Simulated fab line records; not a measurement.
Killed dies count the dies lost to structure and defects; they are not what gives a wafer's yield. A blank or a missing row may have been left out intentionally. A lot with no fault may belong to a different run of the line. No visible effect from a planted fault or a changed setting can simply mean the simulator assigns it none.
fab line records	flow n5_finfet
record: lots: 9	wafers: 25	last_day: 17
route steps=1938 shown START@1 ZERO_LAYER@15 WELL_APT@44 PMOS_HMC_CHANNEL_EPI@57 BEOL_M4@1111 PASSIVATION@1936
lots untouched by any fault: they come from a run of this same line in which no faults occurred
start_h: start of the lot's first displayed wafer, in hours after the record's first day	wait_h: time in hours since the lot's previous step	" unchanged from the row above	L1.1+2: a single row standing in for several wafers	- no value, or no start given	* or withheld: withheld	< > ~ a bound
route shown NAME@n: NAME is a module with steps in the file, n the number in the route of the first one	usual: mean and standard deviation over wafers with no fault	same: alike in all rows	chamber/n: place in a boat	sites: per-site readings	_std_site: the values' standard deviation	_edge_site: inner sites' mean taken away from outer sites' mean	radius_mm: how far each site lies from the wafer's centre	mask NAME#n: copy n	behind: the tool/chamber that last shaped the wafer	hold: cause of the lot's hold/its duration in hours/its outcome	device: the transistor (n, p or np) that didn't switch	end of line: tests run on the same wafers once the route is complete	a step with no rows: only its recipe	killed: the dies lost at the first sort to structure and to defects; this is not the yield of the wafer	map: per-die view of a wafer (x killed, . not killed, _ where there is no die)
set.NAME: the setting as run; set.NAME@STEP: as run at that earlier step	model.NAME: the simulator's own value behind a step, which no gauge read
the route's steps for a sample of lots (tables are steps, rows are wafers)
services: the hour from which a tool's chamber was out of use, counted from the record's first day as start_h (under 0 if before that day), plus the number of hours and why
== steps ==
step: N5_START_INSPECT_01
recipe: inspect_instrument: unpatterned_scan	mode: incoming
usual: raw_defect_count: 5.8/2.6
lot.wafer	tool	chamber	start_h	wait_h	raw_defect_count
L540.1	defect_inspect-01	-	12.03	-	2
L540.2	"	-	"	"	6
L540.3	"	-	"	"	4
L546.2	defect_inspect-01	-	48.03	-	8
L546.3	"	-	"	"	11
L546.6	"	-	"	"	7
L547.1	defect_inspect-01	-	54.03	-	2
L547.3	"	-	"	"	7
L547.5	"	-	"	"	4
L549.2	defect_inspect-01	-	66.03	-	3
L549.3	"	-	"	"	3
L549.6	"	-	"	"	5
L552.1	defect_inspect-01	-	84.03	-	8
L552.3	"	-	"	"	7
L552.4	"	-	"	"	9
L554.2	defect_inspect-01	-	96.04	-	5
L554.4	"	-	"	"	4
L556.1	defect_inspect-02	-	108.03	-	3
L556.6	"	-	"	"	4
L560.2	defect_inspect-01	-	132.04	-	5
L560.5	"	-	"	"	7
L560.6	"	-	"	"	3
L563.1	defect_inspect-01	-	150.03	-	9
L563.2	"	-	"	"	7
L563.6	"	-	"	"	6
step: N5_ZERO_LAYER_ETCH_17
recipe: chemistry: CF4	target: SiO2	target_depth_a: 120	time_s: 13.3	ion_energy_ev: 350	pressure_mtorr: 40	source_w: 450	bias_w: 215	Ar_flow_sccm: 100	cf4_flow_sccm: 100
usual: cf4_flow_sccm: 100.04/0.28	drypump_motor_current_A: 5.8/0.45	oes_product_au: 0.75/0.031	rf_vpp_V: 948/4.7	showerhead_plenum_p_Torr: 2.13/0.074	throttle_valve_pct: 15.69/0.15
lot.wafer	tool	chamber	start_h	wait_h	cf4_flow_sccm	drypump_motor_current_A	oes_product_au	rf_hours_counter_h	rf_vpp_V	showerhead_plenum_p_Torr	throttle_valve_pct
L540.1	rie_diel-03	3	12.99	0.0	100.21	5.3	0.77	121	945	2.06	15.67
L540.2	"	0	"	"	99.84	5.9	0.74	185	943	2.05	15.75
L540.3	"	1	"	"	100.41	6.5	0.76	139	950	2.13	15.64
L546.2	rie_diel-04	1	48.84	0.0	99.48	6.0	0.77	119	955	2.24	15.64
L546.3	"	3	"	"	100.16	5.9	0.75	143	954	2.23	15.59
L546.6	"	1	"	"	99.97	6.0	0.78	-	955	2.24	15.64
L547.1	rie_diel-04	2	54.93	0.0	100.04	5.4	0.79	111	950	2.15	15.59
L547.3	"	0	"	"	99.43	6.3	0.76	179	943	2.06	15.98
L547.5	"	1	"	"	100.08	6.0	0.77	-	955	2.24	15.65
L549.2	rie_diel-04	2	67.80	0.0	99.71	5.4	0.79	117	949	2.15	15.63
L549.3	"	1	"	"	100.58	6.0	0.77	127	955	2.23	15.66
L549.6	"	0	"	"	99.98	6.4	0.75	-	943	2.06	16.01
L552.1	rie_diel-03	1	84.72	0.0	99.53	6.5	0.74	152	949	2.13	15.68
L552.3	"	3	"	"	100.07	5.3	0.76	144	946	2.05	15.72
L552.4	"	0	"	"	99.97	5.9	0.71	209	941	2.04	15.78
L554.2	rie_diel-04	1	96.72	0.0	99.67	6.0	0.75	134	956	2.23	15.66
L554.4	"	2	"	"	99.84	5.4	1.08	125	950	2.15	15.67
L556.1	rie_diel-04	0	108.90	0.0	99.39	6.4	1.04	196	943	2.05	16.06
L556.6	"	1	"	"	100.49	6.0	0.75	-	955	2.23	15.66
L560.2	rie_diel-02	0	132.84	0.0	100.06	5.1	0.82	86	956	2.25	15.53
L560.5	"	3	"	"	99.89	6.6	0.67	-	953	2.20	15.87
L560.6	"	0	"	"	100.13	5.1	0.82	-	957	2.25	15.53
L563.1	rie_diel-03	0	150.84	0.0	100.29	5.9	0.70	228	942	2.03	15.81
L563.2	"	1	"	"	99.90	6.5	0.72	173	949	2.12	15.71
L563.6	"	2	"	"	100.12	5.3	0.73	-	948	2.13	15.52
step: N5_ZERO_LAYER_STRIP_24
recipe: chemistry: O2	power_w: 1000	temp_c: 250	overash_fraction: 0.3	pressure_mtorr: 1000	o2_flow_sccm: 6750
usual: drypump_motor_current_A: 5.9/0.36	heater_power_w: 338/24	oes_product_au: 0.647/0.0047	strip_time_to_endpoint_s: 43.86/0.097
lot.wafer	tool	chamber	start_h	wait_h	drypump_motor_current_A	heater_power_w	oes_product_au	rf_hours_counter_h	strip_time_to_endpoint_s
L540.1	plasma_asher-01	0	13.18	0.1	5.3	373	0.656	72	43.79
L540.2	"	1	"	"	6.0	295	0.642	72	43.78
L540.3	"	1	"	"	6.0	299	0.649	-	43.74
L546.2	plasma_asher-02	1	49.02	0.1	6.0	326	0.649	32	43.79
L546.3	"	1	"	"	6.0	343	0.648	-	43.87
L546.6	"	1	"	"	6.0	330	0.645	-	43.79
L547.1	plasma_asher-02	0	55.11	0.1	6.2	352	0.653	33	43.97
L547.3	"	1	"	"	6.0	346	0.646	-	44.08
L547.5	"	0	"	"	6.2	353	0.644	-	43.96
L549.2	plasma_asher-01	1	67.98	0.1	6.0	308	0.652	82	43.93
L549.3	"	1	"	"	6.0	301	0.643	-	43.89
L549.6	"	1	"	"	6.0	298	0.652	-	43.98
L552.1	plasma_asher-02	1	84.89	0.1	6.0	335	0.654	39	43.94
L552.3	"	0	"	"	6.2	353	0.646	-	43.87
L552.4	"	1	"	"	6.0	338	0.646	-	43.94
L554.2	plasma_asher-01	1	96.90	0.1	6.0	294	0.640	87	43.73
L554.4	"	0	"	"	5.3	370	0.655	-	43.37
L556.1	plasma_asher-01	0	109.08	0.1	5.3	360	0.644	89	43.83
L556.6	"	1	"	"	6.0	303	0.652	-	43.96
L560.2	plasma_asher-02	0	133.04	0.1	6.2	347	0.641	50	43.97
L560.5	"	0	"	"	6.2	358	0.642	-	43.97
L560.6	"	1	"	"	6.0	336	0.644	-	43.87
L563.1	plasma_asher-02	0	151.02	0.1	6.2	354	0.645	51	43.79
L563.2	"	1	"	"	6.0	344	0.651	51	43.89
L563.6	"	1	"	"	6.0	332	0.644	-	43.89
step: N5_WELL_APT_OVL_MEAS_26
recipe: points_per_wafer: 44
usual: PWELL_OVL: -2/4.8
lot.wafer	tool	chamber	start_h	wait_h	PWELL_OVL[nm]
L540.1	overlay-01	0	15.14	0.0	-3
L540.2	"	0	"	"	-3
L540.3	"	0	"	"	-6
L546.2	overlay-01	0	52.97	0.0	4
L546.3	"	0	"	"	5
L546.6	"	0	"	"	4
L547.1	overlay-02	0	57.25	0.0	4
L547.3	"	0	"	"	-1
L547.5	"	0	"	"	-2
L549.2	overlay-02	0	69.89	0.0	-2
L549.3	"	0	"	"	-18
L549.6	"	0	"	"	-9
L552.1	overlay-02	0	86.96	0.0	-4
L552.3	"	0	"	"	-4
L552.4	"	0	"	"	-1
L554.2	overlay-02	0	98.86	0.0	1
L554.4	"	0	"	"	0
L556.1	overlay-02	0	111.02	0.0	-10
L556.6	"	0	"	"	-8
L560.2	overlay-01	0	135.10	0.0	-4
L560.5	"	0	"	"	-6
L560.6	"	0	"	"	-2
L563.1	overlay-02	0	153.09	0.0	0
L563.2	"	0	"	"	3
L563.6	"	0	"	"	-3
step: N5_PMOS_HMC_CHANNEL_EPI_HM_DEP_34
recipe: material: SiO2	target_thk_a: 360	temp_c: 400	precursor: TEOS/O2	pressure_torr: 6.5	rf_w: 900	teos_flow_sccm: 161.4	gas: O2	flow_sccm: 2650	time_s: 6.9
usual: chamber_pressure_Torr: 6.502/0.014	heater_power_w: 549/81	showerhead_plenum_p_Torr: 8.36/0.042	throttle_valve_pct: 18.6/0.96
lot.wafer	tool	chamber	start_h	wait_h	chamber_pressure_Torr	heater_power_w	showerhead_plenum_p_Torr	throttle_valve_pct
L540.1	pecvd-04	2	16.96	0.0	6.505	699	8.33	19.0
L540.2	"	0	"	"	6.500	507	8.33	19.3
L540.3	"	2	"	"	6.519	713	8.34	19.0
L546.2	pecvd-04	1	54.84	0.0	6.494	646	8.41	18.0
L546.3	"	2	"	"	6.511	637	8.32	17.0
L546.6	"	1	"	"	6.499	636	8.39	18.3
L547.1	pecvd-03	2	59.02	0.0	6.503	467	8.34	18.4
L547.3	"	0	"	"	6.507	652	8.41	18.5
L547.5	"	2	"	"	6.502	491	8.35	19.0
L549.2	pecvd-04	0	72.00	0.0	6.509	476	8.29	19.5
L549.3	"	1	"	"	6.514	522	8.40	18.1
L549.6	"	2	"	"	6.493	641	8.33	17.0
L552.1	pecvd-03	1	88.89	0.0	6.514	575	8.42	19.9
L552.3	"	2	"	"	6.501	561	8.32	18.7
L552.4	"	2	"	"	6.508	568	8.36	18.7
L554.2	pecvd-04	1	100.79	0.0	6.490	622	8.42	17.9
L554.4	"	1	"	"	6.501	603	8.37	18.1
L556.1	pecvd-04	1	113.30	0.0	6.485	593	8.41	18.1
L556.6	"	0	"	"	6.510	504	8.34	19.3
L560.2	pecvd-04	2	137.17	0.0	6.480	699	8.33	17.3
L560.5	"	0	"	"	6.504	427	8.33	19.7
L560.6	"	1	"	"	6.478	668	8.40	18.0
L563.1	pecvd-03	0	155.06	0.0	6.491	641	8.44	18.9
L563.2	"	1	"	"	6.509	531	8.41	19.9
L563.6	"	2	"	"	6.483	511	8.33	18.7
step: N5_BEOL_M4_RC_MEAS_101
usual: DIBL_N: 35.8/1.6	DIBL_P: 36.0/2.1	IOFF_N: 0.153/0.026	IOFF_P: 0.21/0.037	ION_N: 673/11	ION_P: 462/7.6	SS_N: 71.4/0.53	SS_P: 73.2/0.67	VT_N: 250/3.2	VT_P: -250/3.7
lot.wafer	tool	chamber	start_h	wait_h	DIBL_N[mV/V]	DIBL_P[mV/V]	IOFF_N[nA/um]	IOFF_P[nA/um]	ION_N[uA/um]	ION_P[uA/um]	SS_N[mV/dec]	SS_P[mV/dec]	VT_N[mV]	VT_P[mV]
L540.1	prober-02	0	169.42	0.0	37.3	39.2	0.188	0.26	684	476	70.9	74.0	245	-248
L540.2	"	0	"	"	33.5	33.7	0.117	0.17	662	463	71.1	72.5	256	-251
L540.3	"	0	"	"	37.9	38.8	0.207	0.27	700	476	71.1	74.2	243	-245
L546.2	prober-02	0	207.61	0.2	37.0	38.7	0.192	0.25	690	467	71.4	73.6	248	-247
L546.3	"	0	"	"	35.2	35.6	0.153	0.20	680	464	71.2	73.2	250	-253
L546.6	"	0	"	"	35.6	36.5	0.159	0.21	670	463	71.8	72.8	252	-250
L547.1	prober-01	0	207.77	0.0	33.7	33.4	0.121	0.17	658	458	70.6	72.8	253	-255
L547.3	"	0	"	"	33.4	32.9	0.111	0.15	653	450	70.4	72.2	254	-253
L547.5	"	0	"	"	31.5	30.3	0.091	0.13	647	445	70.2	72.0	256	-257
L549.2	prober-01	0	224.95	0.2	35.2	35.2	0.136	0.18	671	462	71.4	73.4	250	-252
L549.3	"	0	"	"	35.3	35.7	0.153	0.20	688	468	70.8	72.8	249	-249
L549.6	"	0	"	"	36.4	37.6	0.168	0.22	688	469	71.9	72.6	246	-248
L552.1	prober-02	0	240.69	0.0	33.4	32.2	0.113	0.16	656	449	71.4	71.8	254	-252
L552.3	"	0	"	"	33.7	32.9	0.112	0.17	659	457	70.6	72.4	255	-251
L552.4	"	0	"	"	36.6	37.2	0.168	0.23	684	465	71.2	73.2	249	-248
L554.2	prober-02	0	249.67	0.2	38.2	38.4	0.195	0.25	687	470	71.4	74.1	247	-247
L554.4	"	0	"	"	37.4	38.1	0.176	0.26	677	470	72.2	73.0	246	-248
L556.1	prober-02	0	269.28	0.0	35.6	34.1	0.139	0.19	669	461	71.6	73.0	252	-252
L556.6	"	0	"	"	36.3	34.5	0.134	0.19	669	459	71.4	73.2	251	-249
L560.2	prober-02	0	285.42	0.2	33.9	35.1	0.134	0.19	659	463	70.9	73.0	254	-250
L560.5	"	0	"	"	35.2	36.3	0.168	0.23	673	466	71.8	73.2	248	-246
L560.6	"	0	"	"	35.8	37.1	0.181	0.23	680	460	72.2	73.5	249	-246
L563.1	prober-01	0	306.13	0.0	38.3	36.3	0.182	0.21	675	454	71.5	73.9	248	-251
L563.2	"	0	"	"	34.6	32.5	0.124	0.17	668	456	71.3	72.6	254	-253
L563.6	"	0	"	"	35.0	33.8	0.136	0.18	665	461	71.1	73.1	249	-253
step: N5_PASSIVATION_PROBE_49
usual: defect_limited_yield: 91.3/1.5	killed_at_M0_to_M3: 33/12	killed_at_M4_up: 13/5.2	killed_at_contacts: 13/6.7	killed_at_front_end: 40/11	killed_at_other: 4.1/2.7	killed_dies: 103/17	killed_open: 69/13	killed_short: 33/8.4	sort_bin_5_function: 5.1/1	sort_bin_6_memory: 3.2/0.62	sort_n_pass: 1077/17	sort_yield_pct: 91.3/1.5
same: gross_dies: 1180	killed_at_back_side: 0	sort_bin_4_leakage[%]: 0	sort_bin_8_speed[%]: 0
lot.wafer	tool	chamber	start_h	wait_h	defect_limited_yield[%]	killed_at_M0_to_M3	killed_at_M4_up	killed_at_contacts	killed_at_front_end	killed_at_other	killed_dies	killed_open	killed_short	sort_bin_5_function[%]	sort_bin_6_memory[%]	sort_n_pass	sort_yield_pct[%]
L554.4	prober-02	-	363.85	0.2	91.9	37	10	6	42	1	96	64	26	4.7	3.0	1084	91.9
killed by level:class
L554.4 FIN_SAQP:geometric_particle:open=7 STI_FIN_REVEAL:geometric_particle:open=7 BEOL_M3:geometric_particle:open=7 BEOL_M2:geometric_particle:open=6 MOL_CONTACT_COAG:geometric_particle:open=5 DUMMY_GATE:geometric_particle:open=5 GATE_CUT:geometric_particle:open=5 BEOL_M1:geometric_particle:short=5
== services ==
tool	chamber	start_h	hours	kind
pecvd-04	1	10.94	7.4	repair
rie_diel-02	2	19.75	15.8	repair
pecvd-04	2	21.12	-	clean
pecvd-04	2	21.12	-	consumable_replace:showerhead
pecvd-04	2	21.12	29.0	scheduled_down
pecvd-04	2	21.12	29.0	vent_cycle
pecvd-03	1	42.80	22.1	repair
rie_diel-02	-	53.02	14.6	pm
rie_diel-03	1	57.34	23.6	repair
pecvd-03	-	60.58	14.6	pm
rie_diel-04	3	60.92	12.0	repair
rie_diel-02	2	69.71	3.8	repair
rie_diel-02	1	71.07	1.3	repair
pecvd-04	2	76.52	2.1	scheduled_down
rie_diel-02	-	104.66	0.8	repair
rie_diel-04	-	117.44	2.2	repair
rie_diel-03	2	119.39	6.6	repair
rie_diel-02	-	126.83	2.8	pm
plasma_asher-02	-	142.88	3.1	repair
== key ==
first_sign: step: N5_ZERO_LAYER_ETCH_17	reading: oes_product_au	direction: up	sigmas: 9.8	usual: 0.75	struck: 1.06
effect: step: N5_ZERO_LAYER_STRIP_24	reading: strip_time_to_endpoint_s	direction: down	sigmas: 2.7	usual: *	struck: *
met_at N5_ZERO_LAYER_ETCH_17
struck_lots L554,L556
struck_wafers L554.4,L556.1
not_acting_at N5_START_INSPECT_01,N5_WELL_APT_OVL_MEAS_26,N5_PMOS_HMC_CHANNEL_EPI_HM_DEP_34
onset_between 67.80 96.72
fault: kind: process_parameter_drift	tool: rie_diel-04	chamber: -	onset_h: 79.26	steps: N5_ZERO_LAYER_ETCH_17	channel: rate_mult	offset: 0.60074	shape: step	end_h: 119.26	scope: struck_wafers_only
